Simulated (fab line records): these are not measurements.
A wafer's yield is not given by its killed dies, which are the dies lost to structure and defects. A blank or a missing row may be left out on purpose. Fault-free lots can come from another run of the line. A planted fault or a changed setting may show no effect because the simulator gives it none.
fab line records -- flow nandHarc
[record] lots = 13, wafers = 39, lastDay = 24
route steps=1159 shown A_STAIRCASE@600 A_BONDPAD@1085 HYBRID_BOND@1099 THIN_TSV@1130 END@1159
lots that met no fault: from a run of the same line without faults
startH: the number of hours between the record's first day and the start of the first shown wafer of the lot -- waitH: hours from the lot's prior step to this one -- " identical to the entry in the row above -- L1.1+2: one row covering several wafers at once -- - either no value or no given start -- * or withheld: withheld -- < > ~ a bound
route shown NAME@n: a module of which the file shows steps, and the number in the route of the first -- usual: the fault-free wafers' mean and standard deviation -- same: alike in all rows -- chamber/n: place in a boat -- sites: each site's reading -- _std_site: standard deviation across them -- _edge_site: mean of outer sites minus mean of inner sites -- radiusMm: for every site, how far away it sits from the centre of the wafer -- mask NAME#n: copy n -- behind: the last tool/chamber to shape the wafer -- hold: reason for holding the lot/hours on hold/outcome of the hold -- device: the transistor (n, p or np) that didn't switch -- end of line: the route-end tests of the same wafers -- for a step that has no rows: nothing shown but its recipe -- killed: at the first sort, the dies lost to defects and structure; wafer yield is something else -- map: dies across one wafer; x = killed, . = not, _ = none there
set.NAME: the run value of the setting; set.NAME@STEP: its run value at that earlier step -- model.NAME: the simulator's own value behind a step, which no gauge read
a sample of lots followed through the steps of the route, with each step as a table and each wafer as a row
services: when a tool's chamber went out of use (startH, in hours from the record's first day, below 0 if earlier), for how many hours, and the reason
[[steps]]
[step NHARC_A_STAIRCASE_STRIP_206]
[recipe] timeS = 900, tempC = 130, chemistry = SPM
lot.wafer,tool,chamber,startH,waitH
L772.2+6+1,wetBench-07,"7,0,1",259.45,0.3
L773.4+2+3,wetBench-02,"1,3,5",259.53,0.2
L774.1+2+3,wetBench-07,"1,5,6",269.98,0.3
L777.2+3+5,wetBench-04,"4,5,7",279.63,0.3
L775.4+2+3,wetBench-04,"0,2,5",284.32,0.2
L778.2+3+5,wetBench-04,"5,6,7",293.36,0.3
L779.4+3+2,wetBench-02,"2,4,5",300.05,0.2
L780.2+1+6,wetBench-02,"4,5,7",301.38,0.3
L784.4+6+5,wetBench-04,"1,2,5",321.26,0.2
L781.5+3+2,wetBench-02,"1,3,6",322.18,0.1
L783.5+3+2,wetBench-04,"0,3,4",322.37,0.1
L782.5+3+6,wetBench-04,"5,7,0",338.56,0.1
L793.2+1+4,wetBench-07,"6,0,1",379.08,0.3
[step NHARC_A_BONDPAD_PVD_27]
[recipe] targetThkA = 300, chamberPressurePa = 5, powerW = 5000, substrateTempC = 30, timeS = 20.49, material = Cu
[usual] throttleValvePct = 30.5/1.1
lot.wafer,tool,chamber,startH,waitH,throttleValvePct
L773.2,pvdSputter-02,-,-,-,30.3
L773.3,pvdSputter-02,-,-,-,31.0
L773.4,pvdSputter-02,-,-,-,30.0
L772.1,pvdSputter-03,-,-,-,30.3
L772.2,pvdSputter-03,-,-,-,28.6
L772.6,pvdSputter-03,-,-,-,29.2
L774.1,pvdSputter-03,-,-,-,28.6
L774.3,pvdSputter-03,-,-,-,29.6
L774.2,pvdSputter-03,-,-,-,30.0
L777.2,pvdSputter-01,-,-,-,30.2
L777.3,pvdSputter-01,-,-,-,31.6
L777.5,pvdSputter-01,-,-,-,31.6
L775.2,pvdSputter-01,-,-,-,31.4
L775.3,pvdSputter-01,-,-,-,31.7
L775.4,pvdSputter-01,-,-,-,30.2
L779.3,pvdSputter-02,-,-,-,29.9
L779.4,pvdSputter-02,-,-,-,30.8
L779.2,pvdSputter-02,-,-,-,31.5
L778.2,pvdSputter-02,-,-,-,30.2
L778.3,pvdSputter-02,-,-,-,30.7
L778.5,pvdSputter-02,-,-,-,31.9
L780.2,pvdSputter-02,-,-,-,31.5
L780.1,pvdSputter-02,-,-,-,30.4
L780.6,pvdSputter-02,-,-,-,31.7
L781.3,pvdSputter-03,-,-,-,31.0
L781.2,pvdSputter-03,-,-,-,28.9
L781.5,pvdSputter-03,-,-,-,31.1
L784.4,pvdSputter-02,-,-,-,30.0
L784.5,pvdSputter-02,-,-,-,30.8
L784.6,pvdSputter-02,-,-,-,31.7
L783.2,pvdSputter-01,-,-,-,31.5
L783.3,pvdSputter-01,-,-,-,31.8
L783.5,pvdSputter-01,-,-,-,30.0
L782.3,pvdSputter-02,-,-,-,29.7
L782.5,pvdSputter-02,-,-,-,30.8
L782.6,pvdSputter-02,-,-,-,31.7
L793.4,pvdSputter-03,-,-,-,29.0
L793.1,pvdSputter-03,-,-,-,28.5
L793.2,pvdSputter-03,-,-,-,28.3
[step NHARC_HYBRID_BOND_OVL_MEAS_05]
[usual] overlayXNm = -1/34, overlayYNm = -3/31
lot.wafer,tool,chamber,startH,waitH,overlayXNm,overlayYNm
L773.2,overlay-02,-,437.69,0.4,-23,-33
L773.3,overlay-02,-,437.69,0.4,-78,-34
L773.4,overlay-02,-,437.69,0.4,-16,22
L772.1,overlay-02,-,437.71,0.4,50,44
L772.2,overlay-02,-,437.71,0.4,7,-51
L772.6,overlay-02,-,437.71,0.4,-53,-1
L774.1,overlay-02,-,453.59,0.4,-30,67
L774.2,overlay-02,-,453.59,0.4,4,-5
L774.3,overlay-02,-,453.59,0.4,16,9
L777.2,overlay-01,-,462.77,0.4,-59,67
L777.3,overlay-01,-,462.77,0.4,-20,6
L777.5,overlay-01,-,462.77,0.4,17,10
L775.2,overlay-02,-,471.64,0.4,-20,-24
L775.3,overlay-02,-,471.64,0.4,30,5
L775.4,overlay-02,-,471.64,0.4,86,0
L779.2,overlay-01,-,471.64,0.4,35,12
L779.3,overlay-01,-,471.64,0.4,45,-22
L779.4,overlay-01,-,471.64,0.4,43,-16
L780.1,overlay-02,-,477.70,0.4,-5,41
L780.2,overlay-02,-,477.70,0.4,9,-31
L780.6,overlay-02,-,477.70,0.4,-41,10
L778.2,overlay-01,-,477.70,0.4,34,7
L778.3,overlay-01,-,477.70,0.4,-32,-39
L778.5,overlay-01,-,477.70,0.4,-51,20
L781.2,overlay-01,-,486.53,0.4,-62,-37
L781.3,overlay-01,-,486.53,0.4,18,19
L781.5,overlay-01,-,486.53,0.4,-9,-21
L784.4,overlay-01,-,486.54,0.4,47,-33
L784.5,overlay-01,-,486.54,0.4,-46,7
L784.6,overlay-01,-,486.54,0.4,28,-15
L783.2,overlay-01,-,512.28,0.4,-24,-11
L783.3,overlay-01,-,512.28,0.4,-35,-27
L783.5,overlay-01,-,512.28,0.4,-35,21
L782.3,overlay-02,-,512.30,0.4,39,19
L782.5,overlay-02,-,512.30,0.4,29,11
L782.6,overlay-02,-,512.30,0.4,27,11
L793.1,overlay-02,-,557.14,0.4,-4,-80
L793.2,overlay-02,-,557.14,0.4,19,-58
L793.4,overlay-02,-,557.14,0.4,27,-10
[step NHARC_THIN_TSV_PVD_51]
[recipe] targetThkA = 1000, chamberPressurePa = 5, material = Cu
[usual] throttleValvePct = 30.5/1.1
lot.wafer,tool,chamber,startH,waitH,throttleValvePct
L773.2,pvdSputter-01,-,-,-,31.4
L773.4,pvdSputter-01,-,-,-,31.5
L773.3,pvdSputter-01,-,-,-,30.0
L772.1,pvdSputter-01,-,-,-,30.1
L772.2,pvdSputter-01,-,-,-,31.3
L772.6,pvdSputter-01,-,-,-,31.6
L774.1,pvdSputter-02,-,-,-,29.9
L774.2,pvdSputter-02,-,-,-,30.2
L774.3,pvdSputter-02,-,-,-,31.1
L777.2,pvdSputter-03,-,-,-,28.4
L777.3,pvdSputter-03,-,-,-,31.2
L777.5,pvdSputter-03,-,-,-,28.8
L775.2,pvdSputter-02,-,-,-,32.1
L775.3,pvdSputter-02,-,-,-,30.5
L775.4,pvdSputter-02,-,-,-,30.6
L779.4,pvdSputter-03,-,-,-,28.5
L779.2,pvdSputter-03,-,-,-,31.0
L779.3,pvdSputter-03,-,-,-,28.4
L780.2,pvdSputter-03,-,-,-,31.0
L780.1,pvdSputter-03,-,-,-,28.2
L780.6,pvdSputter-03,-,-,-,28.9
L778.3,pvdSputter-01,-,-,-,31.5
L778.2,pvdSputter-01,-,-,-,31.4
L778.5,pvdSputter-01,-,-,-,31.4
L781.2,pvdSputter-02,-,-,-,29.8
L781.3,pvdSputter-02,-,-,-,30.6
L781.5,pvdSputter-02,-,-,-,30.0
L784.4,pvdSputter-03,-,-,-,29.3
L784.5,pvdSputter-03,-,-,-,31.2
L784.6,pvdSputter-03,-,-,-,28.5
L783.3,pvdSputter-02,-,-,-,29.8
L783.2,pvdSputter-02,-,-,-,30.2
L783.5,pvdSputter-02,-,-,-,31.9
L782.3,pvdSputter-02,-,-,-,31.8
L782.6,pvdSputter-02,-,-,-,30.2
L782.5,pvdSputter-02,-,-,-,30.9
L793.4,pvdSputter-02,-,-,-,30.4
L793.1,pvdSputter-02,-,-,-,30.8
L793.2,pvdSputter-02,-,-,-,32.0
[step NHARC_END_SORT_01]
[recipe] tempC = 25
[usual] killedAtArray = 29/12, killedAtOther = 0.7/1, killedAtPeriphery = 4/3.2, killedDies = 34/12, killedOpen = 3.4/2, killedShort = 1.8/1.3
[same] grossDies = 677
lot.wafer,tool,chamber,startH,waitH,killedAtArray,killedAtOther,killedAtPeriphery,killedDies,killedOpen,killedShort
L782.3,prober-01,0,531.71,3.1,19,0,3,22,2,0
L782.5,prober-01,0,533.32,3.7,99,1,0,100,1,2
L782.6,prober-01,0,534.12,4.0,14,0,1,15,2,2
// killed by level:class
L782.3 A_STAIRCASE:chamberFilmFlake=8 A_CHANNEL_HOLE_D1:chamberFilmFlake=6 A_CONTACT:chamberFilmFlake=4 P_ZERO_WELL:geometricParticle:open=1 A_WL_FILL:geometricParticle:open=1 P_CONTACT:chamberFilmFlake=1 P_M2:chamberFilmFlake=1
L782.5 A_STAIRCASE:unspecified=86 A_STAIRCASE:chamberFilmFlake=6 A_CONTACT:chamberFilmFlake=3 A_CHANNEL_HOLE_D1:chamberFilmFlake=2 A_M0:geometricParticle:short=1 A_M0:geometricParticle:open=1 STARTING-WAFER:geometricParticle:short=1
L782.6 A_CHANNEL_HOLE_D1:chamberFilmFlake=4 A_STAIRCASE:chamberFilmFlake=4 A_CONTACT:geometricParticle:open=2 A_CONTACT:chamberFilmFlake=2 P_GATE:geometricParticle:short=1 A_BLC:geometricParticle:short=1 A_SLIT:chamberFilmFlake=1
[[services]]
tool,chamber,startH,hours,kind
wetBench-04,-,248.69,1.9,repair
wetBench-04,-,251.42,4.9,repair
wetBench-07,-,272.02,8.0,pm
pvdSputter-03,-,280.00,10.0,pm
pvdSputter-02,-,282.98,8.9,repair
wetBench-04,-,339.20,8.0,pm
pvdSputter-01,-,349.17,10.0,pm
wetBench-02,-,356.00,8.0,pm
wetBench-07,-,357.07,4.2,repair
pvdSputter-01,-,364.10,4.4,repair
pvdSputter-02,-,392.24,10.0,pm
wetBench-07,-,438.60,0.8,repair
pvdSputter-03,-,444.97,5.4,repair
wetBench-07,-,448.02,8.0,pm
pvdSputter-03,-,458.00,10.0,pm
pvdSputter-01,-,472.80,9.2,repair
pvdSputter-02,-,499.27,7.8,repair
wetBench-04,-,505.66,4.1,repair
wetBench-04,-,515.20,8.0,pm
pvdSputter-03,-,515.57,6.9,repair
pvdSputter-02,-,519.67,3.2,repair
pvdSputter-01,-,527.17,10.0,pm
wetBench-02,-,530.41,4.0,repair
wetBench-02,-,534.43,8.0,pm
[[key]]
[firstSign] step = NHARC_END_SORT_01, reading = killedAtArray, direction = up, sigmas = 5.8, usual = 29, struck = 99
[effect] step = NHARC_END_SORT_01, reading = killedDies, direction = up, sigmas = 5.6, usual = 34, struck = 100
[moreKillsBornAt] NHARC_A_STAIRCASE_STRIP_206@wetBench-04 = 86
metAt NHARC_A_STAIRCASE_STRIP_206
struckLots L782
struckWafers L782.5
testerLeftOut L782
notActingAt NHARC_A_BONDPAD_PVD_27,NHARC_HYBRID_BOND_OVL_MEAS_05,NHARC_THIN_TSV_PVD_51
onsetBetween 321.26 338.56
[fault] kind = chamberParticleSource, tool = wetBench-04, chamber = 5, onsetH = 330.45, steps = NHARC_A_STAIRCASE_STRIP_206, ratePerVisitCm2 = 0.73097, endH = 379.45
// testerLeftOut: of these lots the tester's yield and bins aren't shown, on N5 and GAA mostly nor the transistor test; their killed dies are dies lost to structure and defects alone, not to doping, threshold or leakage, so they don't give the yield
